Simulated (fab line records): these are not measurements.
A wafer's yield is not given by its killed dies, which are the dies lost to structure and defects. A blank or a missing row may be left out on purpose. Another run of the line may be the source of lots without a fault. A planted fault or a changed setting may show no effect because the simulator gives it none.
Check for tools in common ; flow nand-harc ; 33 wafers sampled across 11 lots

== WHY IT WAS OPENED ==
Flagged at NHARC_END_SORT_01: reading killed-at-array, on 2 of 11 lots. Fault-free wafers read 58, with a standard deviation of 20.
Rule: a lot is flagged when every wafer of it that has a number lies more than 4 standard deviations from that mean, or none has a number. The rest of the lots are taken to be sound.

lot;measured;on;killed-at-array, wafer by wafer;flag
L272;day 25 18:53;prober-01;41 40 48;
L273;day 26 04:16;prober-02;59 66 59;
L276;day 26 13:55;prober-02;56 64 76;
L277;day 27 10:08;prober-02;34 43 36;
L282;day 29 16:34;prober-01;673 673 665;FLAGGED
L283;day 29 17:19;prober-02;672 673 669;FLAGGED
L288;day 31 12:09;prober-02;67 67 47;
L289;day 33 05:41;prober-01;56 43 32;
L294;day 34 04:44;prober-02;44 54 56;
L292;day 34 05:34;prober-01;50 44 54;
L291;day 34 12:37;prober-01;45 31 40;
The mean of the flagged lots' numbers is 671, +613 from the usual (+31 standard deviations).

== WHICH TOOL RAN EACH LOT ==
The record holds 4 process steps before the reading, out of a route of 1302 steps. Every cell lists first the tool, next ch and the chambers used by the sampled wafers, and last the start.
lot;flag;NHARC_A_STAIRCASE_TRIM_196;NHARC_A_STAIRCASE_ETCH_201;NHARC_A_STAIRCASE_ETCH_221;NHARC_A_STAIRCASE_TRIM_231
L272;;rie-diel-13 ch 0,2,3, day 16 23:34;rie-diel-13 ch 0,3, day 17 02:33 or earlier;rie-diel-06 ch 2,3, day 17 02:33;rie-diel-13 ch 2,3, day 25 18:53 or earlier
L273;;rie-diel-13 ch 0,1,2, day 16 22:39;rie-diel-13 ch 1,2,3, day 17 01:49 or earlier;rie-diel-06 ch 0,2,3, day 17 01:49;rie-diel-06 ch 0,2,3, day 26 04:16 or earlier
L276;;rie-diel-01 ch 1,2,3, day 17 19:52;rie-diel-01 ch 0,1,2, day 17 23:17 or earlier;rie-diel-01 ch 1,2,3, day 17 23:17;rie-diel-01 ch 0,2,3, day 26 13:55 or earlier
L277;;rie-diel-01 ch 0,1,2, day 18 10:53;rie-diel-01 ch 0,1,3, day 18 13:53 or earlier;rie-diel-01 ch 1,2, day 18 13:53;rie-diel-01 ch 1,3, day 27 10:08 or earlier
L282;FLAGGED;rie-diel-13 ch 1,2,3, day 20 06:01;rie-diel-13 ch 0,1,3, day 20 08:59 or earlier;rie-diel-06 ch 0,1,3, day 20 08:59;rie-diel-06 ch 0,1,3, day 29 16:34 or earlier
L283;FLAGGED;rie-diel-13 ch 0,2,3, day 20 20:13;rie-diel-13 ch 0,3, day 20 22:52 or earlier;rie-diel-06 ch 1,2,3, day 20 22:52;rie-diel-01 ch 0,2, day 29 17:19 or earlier
L288;;rie-diel-01 ch 0,1, day 22 16:20;rie-diel-01 ch 1,2, day 22 19:51 or earlier;rie-diel-01 ch 0,1,3, day 22 19:51;rie-diel-06 ch 0,2, day 31 12:09 or earlier
L289;;rie-diel-06 ch 2,3, day 24 01:01;rie-diel-06 ch 0,1,3, day 24 03:42 or earlier;rie-diel-01 ch 1,2, day 24 03:42;rie-diel-06 ch 0,1,3, day 33 05:41 or earlier
L294;;rie-diel-13 ch 2,3, day 25 23:44;rie-diel-13 ch 0,3, day 26 02:26 or earlier;rie-diel-06 ch 0,1,3, day 26 02:26;rie-diel-13 ch 0,1,2, day 34 04:44 or earlier
L292;;rie-diel-13 ch 0,1,2, day 25 10:32;rie-diel-13 ch 0,2,3, day 25 13:44 or earlier;rie-diel-13 ch 2,3, day 25 13:44;rie-diel-13 ch 2,3, day 34 05:34 or earlier
L291;;rie-diel-01 ch 0,2,3, day 24 18:04;rie-diel-01 ch 0,1,2, day 24 20:53 or earlier;rie-diel-06 ch 0,1,2, day 24 20:53;rie-diel-01 ch 0,2,3, day 34 12:37 or earlier
What the steps here do:
- NHARC_A_STAIRCASE_TRIM_196: chemistry O2, time 211.2 s.
- NHARC_A_STAIRCASE_ETCH_201: etches the open film in C4F8/O2, target depth 100 nm, time 40.5 s.
- NHARC_A_STAIRCASE_ETCH_221: etches the open film in C4F8/O2, target depth 100 nm, time 40.5 s.
- NHARC_A_STAIRCASE_TRIM_231: chemistry O2, time 211.2 s.
- NHARC_END_SORT_01

== FLAGGED AGAINST TOTAL, ONE TOOL AT A TIME (gauges that did the reading follow at the end) ==
step;tool;lots run;flagged;share of the flagged lots;sound lots run after its first flagged lot
NHARC_A_STAIRCASE_TRIM_196;rie-diel-01;4;0;none;-
NHARC_A_STAIRCASE_TRIM_196;rie-diel-06;1;0;none;-
NHARC_A_STAIRCASE_TRIM_196;rie-diel-13;6;2;all;2 (L292,L294)
NHARC_A_STAIRCASE_ETCH_201;rie-diel-01;4;0;none;-
NHARC_A_STAIRCASE_ETCH_201;rie-diel-06;1;0;none;-
NHARC_A_STAIRCASE_ETCH_201;rie-diel-13;6;2;all;2 (L292,L294)
NHARC_A_STAIRCASE_ETCH_221;rie-diel-01;4;0;none;-
NHARC_A_STAIRCASE_ETCH_221;rie-diel-06;6;2;all;2 (L291,L294)
NHARC_A_STAIRCASE_ETCH_221;rie-diel-13;1;0;none;-
NHARC_A_STAIRCASE_TRIM_231;rie-diel-01;4;1;some;1 (L291)
NHARC_A_STAIRCASE_TRIM_231;rie-diel-06;4;1;some;2 (L288,L289)
NHARC_A_STAIRCASE_TRIM_231;rie-diel-13;3;0;none;-
NHARC_END_SORT_01;prober-01;5;1;some;3 (L289,L292,L291)
NHARC_END_SORT_01;prober-02;6;1;some;2 (L288,L294)
NHARC_A_STAIRCASE_ETCH_201: start missing for some lots; hours and lot order therefore follow NHARC_A_STAIRCASE_ETCH_221. NHARC_A_STAIRCASE_TRIM_231: start missing for some lots; hours and lot order therefore follow NHARC_END_SORT_01.

== WHAT THE TABLE PERMITS ==
rie-diel-13 at NHARC_A_STAIRCASE_TRIM_196, rie-diel-13 at NHARC_A_STAIRCASE_ETCH_201 and rie-diel-06 at NHARC_A_STAIRCASE_ETCH_221: these 3 rows of the table ran every flagged lot.
- rie-diel-13 at NHARC_A_STAIRCASE_TRIM_196: 2 of its 6 lots flagged. After the first flagged lot (L292, L294), sound lots still ran on it; a lasting fault on the whole tool would not permit that.
- rie-diel-13 at NHARC_A_STAIRCASE_ETCH_201: 2 of its 6 lots flagged. After the first flagged lot (L292, L294), sound lots still ran on it; a lasting fault on the whole tool would not permit that.
- rie-diel-06 at NHARC_A_STAIRCASE_ETCH_221: 2 of its 6 lots flagged. After the first flagged lot (L291, L294), sound lots still ran on it; a lasting fault on the whole tool would not permit that. On the flagged lots its readings are blank where sound lots have values: bias-w, chamber-pressure-mTorr, oes-product-au, rf-fwd-power-W and 1 more.
Not one row of the table ran every flagged lot while running no sound lot after the first.

== WHAT THE SIMULATOR PUT IN ==
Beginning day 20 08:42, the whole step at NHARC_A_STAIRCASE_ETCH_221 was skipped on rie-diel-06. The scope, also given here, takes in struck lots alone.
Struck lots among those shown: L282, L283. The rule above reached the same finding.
